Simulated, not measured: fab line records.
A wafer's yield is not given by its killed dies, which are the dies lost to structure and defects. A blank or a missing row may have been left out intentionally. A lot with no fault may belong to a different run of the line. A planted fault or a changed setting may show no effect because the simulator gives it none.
A lot that was struck, set against a sound lot :: flow n5-finfet :: 37 out of 1938 route steps
Sound: wafers L588.2, L588.3, L588.5. Struck: wafer L594.6 (left out: L594.1, L594.5 of the same lot, which were not struck); the cause appears at the end.
For every step that has rows: the tool of each side, followed by ch and its chambers, followed by its first start. Under that, the readings that differ: sound wafers :: struck wafers :: difference of the means :: sigmas: that difference in standard deviations of wafers without a fault.
alike: readings whose means differ by less than 2 such deviations, and words and numbers that are the same on both sides. not compared: withheld readings, readings that some wafer has no value for, bounds like >300 that may hide the same value, and numbers for which the record gives no deviation and whose values overlap.
The two part at a step that has a row with sigmas, a row that says differs or no value, or rows on one side only. Numbers that don't overlap but have no deviation are shown without sigmas and don't part them. A reading missing from all wafers of one side parts the sides only when that side holds two or more wafers.

first, 11 steps without rows for these wafers: N5_GATE_CUT_DESCUM_18 (chemistry O2, time 7 s); N5_GATE_CUT_ETCH_28 (etches underlayer in N2/H2, target depth 13 nm, time 10.4 s); N5_GATE_CUT_ETCH_36 (etches SiARC in CF4, target depth 13 nm, time 21.7 s); N5_GATE_CUT_ETCH_37 (etches SOC in N2/H2, target depth 60 nm, overetch 12 nm, time 90 s); N5_GATE_CUT_STRIP_38 (strips in N2/H2); N5_GATE_CUT_STRIP_39 (strips in N2/H2); N5_GATE_CUT_HM_OPEN_40 (chemistry C4F6/O2, target SiO2, target depth 139 nm, time 85.1 s); N5_GATE_CUT_STRIP_41 (strips in CF4); N5_GATE_CUT_STRIP_42 (strips in O2); N5_GATE_CUT_ETCH_19 (etches SiNx in CH3F/O2, target depth 53.7 nm, time 76.7 s); N5_GATE_CUT_CUT_ETCH_53 (etches W in SF6/Cl2, target depth 79.2 nm).
N5_GATE_CUT_CUT_ETCH_54: etches TiN in Cl2/BCl3, target depth 96.7 nm.
  sound on rie-metal-02 ch 1, day 4 15:12; struck on rie-metal-02 ch 1, day 6 00:02
reading: etch-rf-on-time-s (s)
sound: 36.9 37.0 37.1
struck: 47.9
difference: +10.9
sigmas: +25

reading: model.etch.depth-nm (nm)
sound: 81.95 81.95 81.95
struck: 67.27
difference: -14.68
sigmas: 
  alike: drypump-motor-current-A, oes-product-au, throttle-valve-pct
  not compared: rf-hours-counter-h
N5_GATE_CUT_CUT_ETCH_55: etches HfO2 in BCl3, target depth 3.2 nm.
  sound on rie-metal-02 ch 1, day 4 15:16; struck on rie-metal-02 ch 1, day 6 00:05
reading: oes-product-au (a.u.)
sound: 0.59 0.59 0.58
struck: 0.22
difference: -0.37
sigmas: -3
  alike: drypump-motor-current-A, throttle-valve-pct
  not compared: rf-hours-counter-h
N5_GATE_CUT_ETCH_47: etches SiO2 in Cl2/BCl3, target depth 10 nm.
  sound on rie-metal-02 ch 1, day 4 15:17; struck on rie-metal-02 ch 1, day 6 00:07
reading: model.GATE_CUT.cd-nm (nm)
sound: 20.2 20.6 20.8
struck: 18.6
difference: -1.9
sigmas: 
  alike: drypump-motor-current-A, oes-product-au, throttle-valve-pct
  not compared: rf-hours-counter-h
then, 21 steps without rows for these wafers: N5_GATE_CUT_VAPOR_ETCH_48 (etches TiN in BCl3/Cl2); N5_GATE_CUT_VAPOR_ETCH_49 (etches TiAlC in BCl3/Cl2); N5_GATE_CUT_VAPOR_ETCH_51 (etches HfO2 in BCl3/Cl2); N5_GATE_CUT_STRIP_21 (strips in N2/H2, time 30 s); N5_GATE_CUT_STRIP_29 (strips in post etch residue remover, time 60 s); N5_GATE_CUT_SRD_52 (time 30 s); N5_GATE_CUT_ALD_22 (deposits SiNx, target thk 16 nm, pulse time 1 s, ald cycles 320); N5_GATE_CUT_CMP_23 (polishes, stops on SiO2, t overpolish 23.4 s, target thk 16 nm); N5_GATE_CUT_CMP_43 (polishes SiO2); N5_GATE_CUT_CMP_61 (polishes, stops on SiNx, t overpolish 3 s); N5_MOL_CONTACT_COAG_COAT_103 (time 60 s, resist thk 80 nm); N5_MOL_CONTACT_COAG_COAT_104 (time 60 s, resist thk 12 nm); N5_MOL_CONTACT_COAG_COAT_58 (time 60 s, resist thk 10 nm); N5_MOL_CONTACT_COAG_COAT_02 (resist thk 30 nm); N5_MOL_CONTACT_COAG_EBR_04; N5_MOL_CONTACT_COAG_SOFTBAKE_03 (time 60 s); N5_MOL_CONTACT_COAG_EXPOSE_05 (exposes mask CA, defocus 0 nm); N5_MOL_CONTACT_COAG_PEB_06 (peb time 60 s); N5_MOL_CONTACT_COAG_DEVELOP_07 (develop time 30 s); N5_MOL_CONTACT_COAG_DESCUM_13 (chemistry O2, time 7 s); N5_MOL_CONTACT_COAG_ETCH_59 (etches underlayer in N2/H2, target depth 13 nm, time 10.4 s).
N5_BEOL_M4_RC_MEAS_101:
  the record has rows for the sound wafers here (prober-01 ch 0, day 7 22:24) and none for the struck ones
-- here the record skips 8 days between the struck wafers' starts before and after, leaving off in module BEOL_M4 and picking up in module PASSIVATION (first step shown: number 1936 of the route) --
N5_PASSIVATION_PROBE_49:
  struck on prober-02, day 13 15:41; sound on prober-01, day 12 08:13
reading: defect-limited-yield (%)
sound: 93.1 93.8 90.9
struck: 0
difference: -93
sigmas: -71

reading: killed-at-front-end
sound: 28 23 38
struck: 1127
difference: +1097
sigmas: +99 or more

reading: killed-dies
sound: 82 73 107
struck: 1180
difference: +1093
sigmas: +73

reading: killed-on-rim
sound: 8 9 17
struck: 152
difference: +141
sigmas: +36

reading: sort_bin_5_function (%)
sound: 4.1 3.6 5.4
struck: 97.5
difference: +93.1
sigmas: +99 or more

reading: sort-n-pass
sound: 1098 1107 1073
struck: 0
difference: -1093
sigmas: -73

reading: sort-yield-pct (%)
sound: 93.1 93.8 90.9
struck: 0
difference: -93
sigmas: -71
  alike: killed_at_M0_to_M3, killed_at_M4_up, killed-at-contacts, killed-at-other, killed-open, killed-short, sort_bin_6_memory

## WHERE THEY PART
Last at N5_PASSIVATION_PROBE_49 as far as this record goes, first at N5_GATE_CUT_CUT_ETCH_54.

WHY: the cause the simulator had injected
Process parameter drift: rie-metal-02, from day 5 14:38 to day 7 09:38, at N5_GATE_CUT_CUT_ETCH_54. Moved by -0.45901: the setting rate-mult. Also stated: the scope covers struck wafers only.
